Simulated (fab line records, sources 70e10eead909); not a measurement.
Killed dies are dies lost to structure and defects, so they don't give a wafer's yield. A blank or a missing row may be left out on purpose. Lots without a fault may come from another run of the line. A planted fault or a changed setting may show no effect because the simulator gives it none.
fab line records | flow nand_harc | part 1 of 2: steps 1 to 4 of 6
record lots=23 wafers=69 last_day=25
route steps=1159 shown A_CONTACT@956 A_M0@1007 HYBRID_BOND@1094
lots that met no fault: from a run of the same line without faults
start_h: hours from the record's first day to the start of the lot's first wafer shown | wait_h: hours since the lot's step before | " the same as in the row above | L1.1+2: a row that stands for several wafers | - no value, or no start given | * or withheld: withheld | < > ~ a bound
route shown NAME@n: a module of which the file shows steps, and the number in the route of the first | usual: mean/standard deviation of fault-free wafers | same: alike in all rows | chamber/n: place in a boat | sites: the reading at each site | _std_site: their standard deviation | _edge_site: outer sites' mean less inner sites' | radius_mm: how far each site lies from the wafer's centre | mask NAME#n: copy n | behind: the tool/chamber that last shaped the wafer | hold: why the lot was held/for how many hours/how that ended | device: the transistor (n, p or np) that didn't switch | end of line: the same wafers' tests at the end of the route | a step without rows: its recipe alone | killed: dies lost to structure and defects at the first sort, not the wafer's yield | map: a wafer's dies, x killed, . not, _ none there
set.NAME: the setting as run; set.NAME@STEP: as run at that earlier step | model.NAME: the simulator's own value behind a step, which no gauge read
steps of the route over a sample of lots; a table a step, a row a wafer
services: from which hour (start_h, from the record's first day; less than 0 if before it) a tool's chamber was out of use, for how many hours, and why
## steps
# step NHARC_A_CONTACT_STRIP_26
# recipe o2_flow_sccm=500 ar_flow_sccm=0 bias_w=0 chemistry=O2
# usual chamber_pressure_mTorr=60.00/0.052 drypump_motor_current_A=5.4/0.5 oes_product_au=1.000/0.0076 rf_vpp_V=57.7/1 showerhead_plenum_p_Torr=3.52/0.14 throttle_valve_pct=17.037/0.0089
# columns lot.wafer tool chamber start_h wait_h chamber_pressure_mTorr drypump_motor_current_A oes_product_au rf_hours_counter_h rf_vpp_V showerhead_plenum_p_Torr throttle_valve_pct
L074.4 rie_diel-07 0 - - 59.97 5.3 1.013 29 57.4 3.62 17.047
L074.1 " 2 " " 60.01 5.0 1.008 29 58.8 3.61 17.020
L074.5 " 1 " " 60.01 5.0 1.011 - 57.4 3.68 17.017
L076.2 rie_diel-07 0 - - 60.08 5.3 0.994 31 57.5 3.62 17.036
L076.1 " 1 " " 59.98 5.0 0.993 31 56.7 3.68 17.030
L076.6 " 0 " " 60.00 5.3 1.002 - 56.9 3.62 17.022
L075.4 rie_diel-08 2 - - 59.94 5.2 0.999 36 57.2 3.75 17.037
L075.2 " 3 " " 60.10 5.5 1.004 36 57.2 3.28 17.036
L075.6 " 2 " " 60.03 5.2 1.014 - 58.2 3.75 17.047
L078.3 rie_diel-04 3 - - 59.95 6.7 0.988 35 56.0 3.36 17.041
L078.4 " 0 " " 60.10 5.9 0.991 40 57.8 3.58 17.037
L078.5 " 2 " " 59.94 5.3 0.992 - 57.6 3.48 17.043
L079.2 rie_diel-08 0 - - 59.99 5.9 0.987 40 55.7 3.28 17.035
L079.3 " 1 " " 60.03 6.4 1.005 35 54.7 3.40 17.038
L079.5 " 0 " " 60.04 5.9 0.986 - 57.8 3.28 17.054
L080.2 rie_diel-08 2 - - 59.90 5.2 1.000 40 59.6 3.75 17.022
L080.3 " 0 " " 60.06 5.9 0.989 40 57.4 3.28 17.041
L080.1 " 1 " " 59.90 6.4 0.998 35 57.2 3.40 17.044
L081.1 rie_diel-07 0 - - 60.08 5.3 0.993 3 59.5 3.62 17.039
L081.4 " 1 " " 60.03 5.0 1.006 3 59.8 3.67 17.051
L081.6 " 3 " " 59.92 5.1 1.009 - 57.2 3.41 17.034
L082.3 rie_diel-08 1 - - 59.97 6.4 0.996 42 57.6 3.40 17.033
L082.2 " 3 " " 60.00 5.5 0.998 46 56.5 3.27 17.040
L082.6 " 1 " " 59.96 6.4 0.998 - 56.7 3.40 17.033
L083.2 rie_diel-04 1 - - 60.05 5.0 1.015 45 58.0 3.47 17.033
L083.4 " 0 " " 59.97 5.9 1.014 53 57.7 3.58 17.034
L083.5 " 2 " " 60.02 5.4 1.006 - 57.6 3.47 17.042
L084.1 rie_diel-04 1 - - 60.00 5.0 1.001 46 57.3 3.47 17.052
L084.4 " 0 " " 59.92 5.9 1.008 54 56.5 3.58 17.044
L084.6 " 2 " " 60.07 5.3 1.005 - 57.1 3.47 17.034
L086.2 rie_diel-04 1 - - 60.08 5.0 1.007 54 57.4 3.47 17.029
L086.4 " 2 " " 60.03 5.4 1.004 56 59.8 3.47 17.035
L086.1 " 3 " " 60.06 6.7 1.002 54 58.1 3.35 17.022
L087.1 rie_diel-04 0 - - 60.08 5.9 1.000 62 57.7 3.57 17.049
L087.4 " 2 " " 59.92 5.4 1.007 57 57.4 3.47 17.024
L087.5 " 0 " " 59.95 5.9 1.001 - 56.5 3.57 17.033
L085.1 rie_diel-08 1 - - 59.97 6.4 1.000 59 57.8 3.39 17.039
L085.3 " 0 " " 60.07 5.9 0.998 50 57.7 3.28 17.040
L085.6 " 2 " " 59.96 5.2 0.997 - 57.7 3.73 17.027
L089.4 rie_diel-07 0 - - 59.98 5.3 0.994 13 57.4 3.61 17.044
L089.1 " 1 " " 60.01 5.0 1.002 13 56.7 3.67 17.047
L089.5 " 3 " " 60.03 5.1 0.989 - 57.4 3.41 17.046
L088.3 rie_diel-07 3 - - 59.94 5.1 1.001 14 58.1 3.41 17.031
L088.4 " 0 " " 60.02 5.3 0.981 14 55.8 3.61 17.055
L088.5 " 3 " " 60.02 5.1 1.005 - 57.9 3.41 17.032
L090.1 rie_diel-07 0 - - 60.02 5.3 0.996 15 57.8 3.61 17.045
L090.3 " 3 " " 60.07 5.1 1.007 14 58.4 3.41 17.037
L090.6 " 1 " " 59.92 5.0 0.992 - 58.0 3.67 17.043
L092.3 rie_diel-04 1 - - 59.99 5.0 1.001 4 56.5 3.46 17.036
L092.2 " 2 " " 59.94 5.4 1.010 3 57.4 3.47 17.028
L092.6 " 2 " " 60.07 5.4 1.012 - 58.3 3.47 17.033
L091.2 rie_diel-07 0 - - 60.01 5.3 1.004 16 58.4 3.61 17.034
L091.4 " 1 " " 60.01 5.0 1.008 16 58.6 3.67 17.030
L091.6 " 3 " " 60.08 5.1 1.007 - 56.4 3.41 17.026
L093.4 rie_diel-07 1 - - 60.02 5.0 0.998 17 58.9 3.67 17.059
L093.2 " 3 " " 60.07 5.1 0.995 17 58.0 3.41 17.029
L093.3 " 0 " " 60.02 5.3 0.989 16 58.0 3.61 17.033
L095.2 rie_diel-07 2 - - 60.03 5.0 1.006 21 57.3 3.60 17.040
L095.5 " 3 " " 60.03 5.1 1.011 - 56.7 3.40 17.029
L095.6 " 0 " " 60.02 5.3 0.990 - 57.6 3.61 17.041
L094.4 rie_diel-07 2 - - 60.05 4.9 1.003 22 59.7 3.60 17.055
L094.6 " 2 " " 59.98 5.0 1.001 - 57.1 3.60 17.030
L094.5 " 3 " " 60.00 5.1 1.005 - 57.9 3.40 17.029
L097.3 rie_diel-08 0 - - 60.06 5.9 0.986 17 56.6 3.80 17.040
L097.4 " 3 " " 59.95 5.5 0.994 15 59.1 3.80 17.017
L097.6 " 1 " " 60.06 6.4 1.013 - 58.9 3.38 17.044
L096.3 rie_diel-07 0 - - 60.09 5.3 0.991 24 57.9 3.61 17.045
L096.4 " 2 " " 59.98 5.0 1.003 25 57.3 3.60 17.030
L096.5 " 0 " " 60.06 5.3 0.992 - 58.6 3.61 17.035
# step NHARC_A_CONTACT_CVD_19
# recipe target_thk_a=3000 temp_c=300 pressure_torr=40 wf6_flow_sccm=40 h2_flow_sccm=1600 ar_flow_sccm=1560 time_s=802 material=W
# usual heater_power_w=479/26 throttle_valve_pct=7.96/0.19
# columns lot.wafer tool chamber start_h wait_h heater_power_w since_wet_clean_h throttle_valve_pct
L074.1 cvd_w-01 0 - - 488 77 7.83
L074.4 " 1 " " 500 - 7.85
L074.5 " 1 " " 519 - 7.88
L076.2 cvd_w-01 0 - - 479 87 7.67
L076.1 " 1 " " 515 87 8.03
L076.6 " 1 " " 506 - 8.11
L075.2 cvd_w-02 1 - - 430 2 8.04
L075.4 " 1 " " 448 - 8.01
L075.6 " 0 " " 463 - 7.87
L078.4 cvd_w-01 0 - - 490 - 8.07
L078.3 " 1 " " 513 - 8.06
L078.5 " 1 " " 516 - 7.91
L079.2 cvd_w-02 0 - - 474 20 7.59
L079.3 " 1 " " 445 - 8.06
L079.5 " 1 " " 447 - 7.87
L080.1 cvd_w-02 1 - - 438 21 8.11
L080.2 " 0 " " 471 21 8.00
L080.3 " 1 " " 443 - 8.33
L081.1 cvd_w-01 1 - - 506 118 8.22
L081.4 " 0 " " 483 - 7.81
L081.6 " 1 " " 501 - 7.57
L082.2 cvd_w-02 0 - - 481 41 7.80
L082.3 " 1 " " 433 - 7.98
L082.6 " 1 " " 453 - 7.92
L083.2 cvd_w-02 1 - - 441 42 8.05
L083.4 " 0 " " 477 - 7.86
L083.5 " 0 " " 482 - 7.93
L084.1 cvd_w-01 1 - - 503 133 8.00
L084.4 " 1 " " 522 - 8.04
L084.6 " 0 " " 497 - 7.70
L086.2 cvd_w-02 0 - - 485 65 8.03
L086.1 " 1 " " 439 65 8.11
L086.4 " 1 " " 445 - 8.00
L087.1 cvd_w-01 1 - - 519 153 7.87
L087.4 " 1 " " 499 - 8.12
L087.5 " 0 " " 487 - 7.95
L085.1 cvd_w-02 1 - - 449 76 8.02
L085.3 " 0 " " 492 - 7.99
L085.6 " 1 " " 438 - 8.03
L089.1 cvd_w-02 1 - - 447 78 8.05
L089.4 " 1 " " 450 - 8.05
L089.5 " 1 " " 439 - 8.01
L088.3 cvd_w-02 1 - - 437 - 8.08
L088.4 " 1 " " 451 - 8.04
L088.5 " 1 " " 449 - 7.93
L090.1 cvd_w-01 1 - - 517 1 7.99
L090.3 " 1 " " 506 - 8.04
L090.6 " 1 " " 501 - 7.95
L092.2 cvd_w-02 0 - - 471 100 8.12
L092.3 " 0 " " 476 - 8.27
L092.6 " 0 " " 493 - 7.75
L091.2 cvd_w-01 0 - - 488 2 7.68
L091.4 " 0 " " 485 - 7.67
L091.6 " 0 " " 488 - 7.52
L093.2 cvd_w-01 0 - - 496 8 7.40
L093.3 " 0 " " 478 - 7.64
L093.4 " 1 " " 511 - 8.27
L095.2 cvd_w-01 0 - - 492 22 7.91
L095.6 " 0 " " 487 - 7.97
L095.5 " 1 " " 502 - 7.84
L094.4 cvd_w-02 1 - - 441 - 8.23
L094.6 " 1 " " 436 - 8.17
L094.5 " 0 " " 486 - 8.21
L097.4 cvd_w-02 1 - - 442 - 8.36
L097.3 " 0 " " 484 - 8.20
L097.6 " 0 " " 474 - 8.37
L096.4 cvd_w-01 0 - - 495 - 7.47
L096.3 " 1 " " 517 - 8.11
L096.5 " 1 " " 522 - 7.93
# step NHARC_A_CONTACT_CMP_20
# recipe t_overpolish_s=30 target_thk_nm=300
# usual motor_current_A=12.2/1.4 overpolish_run_s=29.999/0.0099 retaining_ring_pressure_frac=1.000/0.0054 time_to_endpoint_s=61.1/2.5
# columns lot.wafer tool chamber start_h wait_h motor_current_A overpolish_run_s retaining_ring_pressure_frac time_to_endpoint_s
L074.4 cmp-01 1 386.52 0.4 11.7 30.007 1.001 61.5
L074.1 " 2 " " 12.9 30.016 1.012 62.5
L074.5 " 2 " " 13.3 30.009 1.005 62.1
L076.2 cmp-01 2 395.82 0.8 13.3 29.983 0.999 63.8
L076.1 " 3 " " 10.4 30.003 0.995 62.0
L076.6 " 1 " " 12.0 29.993 1.004 59.4
L075.4 cmp-01 1 397.95 0.4 12.4 30.008 0.996 61.8
L075.2 " 2 " " 13.6 30.003 1.005 62.0
L075.6 " 0 " " 13.4 29.993 0.998 63.2
L078.4 cmp-03 2 401.33 0.6 13.5 29.994 1.003 62.9
L078.3 " 3 " " 13.3 29.985 0.994 61.3
L078.5 " 1 " " 11.9 30.002 1.006 63.5
L079.2 cmp-04 0 416.50 0.7 12.2 30.008 1.002 60.8
L079.3 " 2 " " 11.9 30.010 0.991 60.7
L079.5 " 0 " " 12.7 29.989 0.997 59.3
L080.1 cmp-03 3 417.25 0.8 13.8 29.989 0.995 62.6
L080.3 " 0 " " 10.5 30.012 0.997 62.6
L080.2 " 1 " " 12.0 30.008 0.989 64.4
L081.1 cmp-04 1 427.43 0.6 13.7 29.991 1.008 61.3
L081.4 " 2 " " 11.7 30.013 1.002 62.6
L081.6 " 1 " " 14.1 29.991 1.003 60.5
L082.2 cmp-03 3 436.99 0.8 13.0 30.009 1.008 63.6
L082.3 " 0 " " 10.8 29.989 0.991 65.2
L082.6 " 0 " " 10.7 29.983 0.993 67.3
L083.2 cmp-03 3 438.92 0.9 13.7 29.995 1.001 64.9
L083.4 " 0 " " 10.2 30.002 0.999 61.8
L083.5 " 0 " " 10.5 29.996 1.004 60.8
L084.4 cmp-03 1 441.84 0.4 11.4 30.012 1.001 62.0
L084.1 " 2 " " 12.6 29.990 1.003 60.5
L084.6 " 0 " " 10.3 29.999 1.002 60.4
L086.1 cmp-03 1 461.08 0.6 11.6 30.006 0.998 55.7
L086.2 " 3 " " 14.1 30.002 0.998 53.3
L086.4 " 0 " " 10.6 29.996 0.992 55.3
L087.4 cmp-04 3 461.62 0.5 10.1 29.995 0.993 61.9
L087.1 " 1 " " 13.2 30.009 1.004 62.7
L087.5 " 0 " " 12.4 29.996 1.006 59.0
L085.3 cmp-01 1 472.59 0.4 12.7 29.977 1.011 63.5
L085.1 " 0 " " 14.9 30.000 0.997 58.7
L085.6 " 2 " " 13.9 30.010 1.002 62.8
L089.4 cmp-04 3 474.34 0.4 10.3 30.000 1.005 64.0
L089.1 " 0 " " 12.2 30.000 0.999 64.5
L089.5 " 2 " " 11.6 30.000 0.996 63.7
L088.3 cmp-04 3 483.10 0.9 10.5 30.006 0.998 59.5
L088.4 " 0 " " 12.6 30.008 0.994 61.1
L088.5 " 2 " " 11.9 30.003 0.998 61.7
L090.1 cmp-01 3 494.79 0.8 11.2 30.000 0.994 56.5
L090.3 " 1 " " 12.5 29.993 1.003 58.5
L090.6 " 2 " " 13.4 29.996 0.999 57.6
L092.2 cmp-03 0 496.61 0.7 10.7 30.005 0.993 59.2
L092.3 " 2 " " 12.9 30.008 1.005 60.7
L092.6 " 0 " " 10.7 29.978 0.992 58.9
L091.4 cmp-04 1 496.62 0.4 13.7 29.994 0.996 62.8
L091.2 " 0 " " 12.1 30.029 0.998 62.2
L091.6 " 2 " " 11.2 29.987 1.006 61.3
L093.4 cmp-03 3 502.11 0.4 14.0 29.996 0.989 64.2
L093.2 " 0 " " 10.5 30.002 1.001 60.7
L093.3 " 1 " " 11.5 30.003 1.010 61.6
L095.2 cmp-04 3 516.19 0.8 10.6 30.001 1.001 56.1
L095.5 " 1 " " 13.3 30.016 1.003 58.5
L095.6 " 2 " " 11.5 30.004 0.998 57.7
L094.4 cmp-03 2 522.58 0.5 14.1 30.012 1.003 61.4
L094.5 " 2 " " 12.9 29.991 1.008 62.4
L094.6 " 3 " " 13.8 29.985 0.991 61.3
L097.4 cmp-01 0 524.69 0.5 14.0 29.993 1.009 61.6
L097.3 " 2 " " 13.5 30.014 1.008 61.1
L097.6 " 1 " " 11.6 30.022 1.003 61.5
L096.4 cmp-03 1 536.78 0.5 11.7 30.000 1.006 63.5
L096.3 " 2 " " 12.9 29.998 1.001 61.2
L096.5 " 2 " " 12.8 29.989 1.003 65.1
# step NHARC_A_M0_DESCUM_14
# recipe time_s=3 o2_flow_sccm=200 ar_flow_sccm=0 bias_power_w=0 chemistry=O2
# usual chamber_pressure_mTorr=59.99/0.058 drypump_motor_current_A=5.8/0.38 oes_product_au=1.003/0.008 rf_vpp_V=57.8/0.85 showerhead_plenum_p_Torr=1.89/0.093 throttle_valve_pct=11.310/0.0089
# columns lot.wafer tool chamber start_h wait_h chamber_pressure_mTorr drypump_motor_current_A oes_product_au rf_hours_counter_h rf_vpp_V showerhead_plenum_p_Torr throttle_valve_pct
L074.1 rie_diel-05 2 394.55 0.1 59.97 6.0 0.999 3 58.3 1.92 11.323
L074.4 " 3 " " 59.95 5.6 1.008 3 58.3 2.05 11.317
L074.5 " 3 " " 59.97 5.6 0.999 - 58.1 2.05 11.325
L076.2 rie_diel-12 2 401.87 0.1 59.96 6.5 0.992 0 57.8 2.00 11.308
L076.1 " 0 " " 59.97 5.9 0.996 1 55.9 1.78 11.302
L076.6 " 1 " " 60.07 5.4 0.997 - 58.6 1.84 11.303
L075.4 rie_diel-05 0 403.05 0.1 59.98 5.8 1.006 4 57.4 1.85 11.302
L075.2 " 1 " " 59.96 5.1 1.013 4 56.6 1.80 11.305
L075.6 " 3 " " 59.99 5.6 0.998 - 58.3 2.05 11.315
L078.4 rie_diel-05 2 406.20 0.1 59.98 6.0 1.005 4 57.8 1.92 11.302
L078.3 " 0 " " 59.95 5.8 1.001 4 57.2 1.85 11.305
L078.5 " 3 " " 59.98 5.6 0.996 - 58.4 2.05 11.320
L079.3 rie_diel-10 2 421.36 0.1 59.91 6.0 1.004 5 57.5 1.83 11.322
L079.2 " 1 " " 60.03 5.2 1.005 5 56.6 1.94 11.302
L079.5 " 3 " " 59.93 6.0 1.006 - 58.0 1.78 11.303
L080.3 rie_diel-12 1 424.87 0.1 60.01 5.5 1.008 3 57.5 1.84 11.318
L080.2 " 2 " " 60.00 6.4 1.000 3 58.4 2.00 11.285
L080.1 " 3 " " 59.99 6.4 1.007 3 58.2 1.96 11.297
L081.1 rie_diel-10 3 433.31 0.1 60.05 5.9 1.005 5 57.4 1.78 11.319
L081.4 " 0 " " 59.98 5.8 0.990 5 58.1 2.00 11.321
L081.6 " 1 " " 60.00 5.2 1.013 - 58.7 1.94 11.310
L082.3 rie_diel-12 0 442.12 0.1 60.00 5.9 1.011 4 58.2 1.78 11.315
L082.2 " 1 " " 60.05 5.4 0.995 4 56.5 1.83 11.321
L082.6 " 0 " " 59.96 5.9 1.014 - 56.0 1.78 11.316
L083.2 rie_diel-10 1 447.83 0.1 60.12 5.2 1.014 6 57.6 1.94 11.313
L083.4 " 2 " " 59.99 6.0 1.005 7 57.9 1.83 11.309
L083.5 " 3 " " 60.04 5.9 0.997 - 56.9 1.78 11.325
L084.1 rie_diel-12 1 448.76 0.1 60.06 5.4 0.998 5 58.0 1.83 11.307
L084.4 " 2 " " 60.01 6.4 0.993 4 58.4 2.00 11.307
L084.6 " 0 " " 59.92 5.9 0.988 - 57.1 1.78 11.311
L086.2 rie_diel-12 0 466.14 0.1 59.98 5.9 0.999 6 56.9 1.78 11.322
L086.1 " 3 " " 60.06 6.4 1.002 6 57.7 1.96 11.301
L086.4 " 0 " " 59.99 5.9 0.993 - 57.8 1.78 11.308
L087.1 rie_diel-12 1 466.69 0.1 59.99 5.4 1.004 6 56.5 1.83 11.307
L087.4 " 1 " " 59.93 5.4 0.997 - 58.5 1.83 11.301
L087.5 " 3 " " 60.07 6.4 1.017 - 57.0 1.95 11.300
L085.3 rie_diel-05 3 483.05 0.1 60.06 5.6 0.998 6 58.2 2.05 11.300
L085.1 " 1 " " 59.86 5.1 1.010 7 57.2 1.80 11.313
L085.6 " 3 " " 59.95 5.7 1.008 - 57.8 2.05 11.308
L089.4 rie_diel-12 1 495.47 0.1 59.93 5.4 0.999 7 57.4 1.83 11.308
L089.1 " 2 " " 60.11 6.4 0.981 7 58.6 2.00 11.303
L089.5 " 1 " " 59.94 5.4 1.000 - 57.8 1.83 11.310
L088.3 rie_diel-05 2 498.46 0.1 60.06 6.1 1.010 8 57.8 1.91 11.306
L088.4 " 1 " " 59.85 5.1 1.017 8 57.1 1.79 11.318
L088.5 " 3 " " 59.96 5.7 1.002 - 56.8 2.05 11.302
L090.3 rie_diel-12 3 509.37 0.1 59.93 6.4 1.003 9 59.3 1.95 11.303
L090.1 " 1 " " 59.95 5.4 1.004 8 57.0 1.83 11.315
L090.6 " 0 " " 60.07 5.9 1.008 - 58.2 1.78 11.309
L092.3 rie_diel-10 3 510.23 0.1 60.03 6.0 1.012 10 58.8 1.78 11.296
L092.2 " 1 " " 59.97 5.2 1.016 11 58.3 1.94 11.329
L092.6 " 0 " " 59.84 5.8 0.987 - 57.8 2.00 11.310
L091.2 rie_diel-05 3 510.78 0.1 59.99 5.6 0.999 8 58.1 2.05 11.305
L091.4 " 0 " " 60.01 5.8 0.999 8 59.3 1.85 11.314
L091.6 " 3 " " 59.96 5.6 1.003 - 58.1 2.05 11.306
L093.2 rie_diel-05 1 515.34 0.1 60.04 5.1 1.010 8 57.3 1.80 11.307
L093.3 " 2 " " 60.11 6.0 1.009 9 58.9 1.91 11.312
L093.4 " 3 " " 60.09 5.6 0.999 8 59.6 2.05 11.317
L095.2 rie_diel-10 0 523.74 0.1 60.09 5.8 0.987 10 58.2 2.00 11.317
L095.5 " 0 " " 59.98 5.8 1.002 - 58.3 2.00 11.326
L095.6 " 1 " " 59.96 5.2 1.015 - 57.1 1.94 11.300
L094.4 rie_diel-05 0 528.33 0.1 60.01 5.8 0.998 0 58.6 1.85 11.306
L094.5 " 0 " " 59.96 5.8 0.990 - 59.1 1.85 11.289
L094.6 " 1 " " 59.94 5.1 0.993 - 59.2 1.79 11.307
L097.4 rie_diel-12 3 529.58 0.1 60.01 6.3 1.006 11 57.0 1.95 11.305
L097.3 " 1 " " 60.08 5.4 1.003 10 56.8 1.83 11.307
L097.6 " 0 " " 59.98 5.9 0.996 - 56.7 1.78 11.310
L096.4 rie_diel-10 3 541.83 0.1 59.90 5.9 0.996 0 58.1 1.78 11.313
L096.3 " 1 " " 59.99 5.2 1.006 0 58.4 1.94 11.313
L096.5 " 3 " " 60.03 6.0 0.995 - 56.5 1.78 11.310
